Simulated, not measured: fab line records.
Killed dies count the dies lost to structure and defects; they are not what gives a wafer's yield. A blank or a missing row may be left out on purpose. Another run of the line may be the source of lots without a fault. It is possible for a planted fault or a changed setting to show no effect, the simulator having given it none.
Chamber matching ; flow nandHarc ; 4 sister chambers for NHARC_A_BLC_DESCUM_15 on rieDiel-09
The step chemistry O2, time 3 s. 16 wafers are shown with their chamber, then 8 later ones without.

## EACH WAFER AND ITS CHAMBER
wafer;chamber;showerheadPlenumPTorr (Torr);drypumpMotorCurrentA (A);rfVppV (V)
L570.1;0;1.94;5.34;59.4
L570.4;1;2.05;5.71;58.6
L570.5;3;1.82;5.54;57.0
L567.3;3;1.82;5.56;59.1
L567.4;1;2.05;5.75;58.5
L567.5;2;1.79;5.80;57.7
L569.2;1;2.05;5.72;58.6
L569.4;2;1.79;5.80;56.8
L569.5;3;1.82;5.53;58.4
L573.2;2;1.79;5.83;57.7
L573.3;3;1.82;5.54;58.2
L573.6;2;1.79;5.81;57.3
L575.1;2;1.79;5.82;57.0
L575.2;1;2.04;5.73;58.5
L575.5;2;1.79;5.78;56.1
L581.2;2;1.79;5.81;57.4

SIGNATURES, as means of the wafers listed above
reading;chamber 0;chamber 1;chamber 2;chamber 3;scatter within a chamber
showerheadPlenumPTorr;1.9400;2.0475;1.7900;1.8200;0.0025
drypumpMotorCurrentA;5.3400;5.7275;5.8071;5.5425;0.0155
rfVppV;59.400;58.550;57.143;58.175;0.594
Rule: a wafer's distance from a chamber is the root of the sum, over the readings, of the square of ((its reading less the chamber's mean) divided by the reading's scatter). If the next closest chamber is less than 2 further off than the closest, the wafer can't be placed; otherwise it belongs to the closest. The scatter: take each reading less its chamber's mean, square it, sum over the shown wafers, divide by the number of wafers less the number of chambers, and take the root.

## WAFERS WITH NO CHAMBER GIVEN
wafer;showerheadPlenumPTorr (Torr);drypumpMotorCurrentA (A);rfVppV (V)
L581.3;1.94;5.40;57.7
L581.6;1.79;5.79;57.5
L584.2;1.79;5.82;57.0
L584.3;1.94;5.37;57.3
L584.5;1.79;5.82;56.5
L587.1;2.04;5.71;58.2
L587.4;1.79;5.84;56.1
L587.6;1.79;5.81;58.1

## CHAMBER TAKEN BY EACH
wafer;from the rows above;in truth
L581.3;0;0
L581.6;2;2
L584.2;2;2
L584.3;0;0
L584.5;2;2
L587.1;1;1
L587.4;2;2
L587.6;2;2
Correctly placed: 8 of 8. From these rows, 0 cannot be placed. 0 placed wrongly.
